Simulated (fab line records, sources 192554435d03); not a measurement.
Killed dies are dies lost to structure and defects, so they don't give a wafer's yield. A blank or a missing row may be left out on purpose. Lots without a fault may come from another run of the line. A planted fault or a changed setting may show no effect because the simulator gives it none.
Chamber matching | flow n5_finfet | N5_FIN_CUT_CUT_ETCH_26 on rie_diel-02: 4 sister chambers
The step etches SiNx in CH3F/O2, target depth 39 nm, time 55.7 s. 22 wafers are shown with their chamber, then 11 later ones without.

WAFERS WITH THEIR CHAMBER
wafer  | chamber | showerhead_plenum_p_Torr (Torr) | throttle_valve_pct (%) | drypump_motor_current_A (A)
L074.1 | 2       | 2.00                            | 16.06                  | 5.6
L074.3 | 0       | 1.89                            | 16.30                  | 5.4
L074.6 | 1       | 2.06                            | 16.39                  | 4.9
L075.1 | 1       | 2.06                            | 16.38                  | 4.9
L075.3 | 2       | 2.00                            | 16.06                  | 5.5
L075.4 | 3       | 2.10                            | 16.51                  | 5.2
L076.1 | 1       | 2.06                            | 16.38                  | 4.9
L076.3 | 0       | 1.89                            | 16.31                  | 5.4
L076.6 | 2       | 2.00                            | 16.07                  | 5.6
L077.1 | 0       | 1.89                            | 16.32                  | 5.3
L077.3 | 2       | 2.00                            | 16.07                  | 5.6
L077.6 | 1       | 2.06                            | 16.40                  | 4.9
L079.1 | 3       | 2.09                            | 16.53                  | 5.2
L079.3 | 0       | 1.89                            | 16.33                  | 5.3
L079.4 | 2       | 2.00                            | 16.08                  | 5.6
L080.2 | 3       | 2.09                            | 16.52                  | 5.2
L080.4 | 0       | 1.89                            | 16.30                  | 5.4
L080.5 | 1       | 2.06                            | 16.42                  | 4.9
L082.1 | 1       | 2.05                            | 16.40                  | 4.9
L082.3 | 0       | 1.89                            | 16.33                  | 5.3
L082.5 | 1       | 2.05                            | 16.39                  | 4.9
L085.3 | 2       | 2.00                            | 16.11                  | 5.6

SIGNATURES (means of the wafers above)
reading                  | chamber 0 | chamber 1 | chamber 2 | chamber 3 | scatter within a chamber
showerhead_plenum_p_Torr | 1.8900    | 2.0571    | 2.0000    | 2.0933    | 0.00341
throttle_valve_pct       | 16.3150   | 16.3943   | 16.0750   | 16.5200   | 0.015
drypump_motor_current_A  | 5.350     | 4.900     | 5.583     | 5.200     | 0.036
Rule: a wafer's distance from a chamber is the root of the sum, over the readings, of the square of ((its reading less the chamber's mean) divided by the reading's scatter). The wafer belongs to the nearest chamber; if the next one is less than 2 further off, it can't be placed. The scatter: the root of (the sum of the squares of (reading less its chamber's mean) over the shown wafers, divided by (wafers less chambers)).

WAFERS WITHOUT THEIR CHAMBER
wafer  | showerhead_plenum_p_Torr (Torr) | throttle_valve_pct (%) | drypump_motor_current_A (A)
L085.5 | 2.09                            | 16.56                  | 5.1
L085.6 | 1.88                            | 16.35                  | 5.4
L088.1 | 1.99                            | 16.11                  | 5.6
L088.4 | 1.88                            | 16.34                  | 5.4
L088.5 | 1.88                            | 16.35                  | 5.4
L090.1 | 1.88                            | 16.35                  | 5.4
L090.3 | 2.05                            | 16.43                  | 4.9
L090.5 | 2.09                            | 16.55                  | 5.2
L094.1 | 2.05                            | 16.44                  | 4.9
L094.5 | 1.88                            | 16.36                  | 5.4
L094.6 | 2.09                            | 16.60                  | 5.2

WHICH CHAMBER EACH WENT THROUGH
wafer  | from the rows above | in truth
L085.5 | 3                   | 3
L085.6 | 0                   | 0
L088.1 | 2                   | 2
L088.4 | 0                   | 0
L088.5 | 0                   | 0
L090.1 | 0                   | 0
L090.3 | 1                   | 1
L090.5 | 3                   | 3
L094.1 | 1                   | 1
L094.5 | 0                   | 0
L094.6 | 3                   | 3
Placed correctly: 11 of 11. Can't be placed from these rows: 0. Placed wrongly: 0.
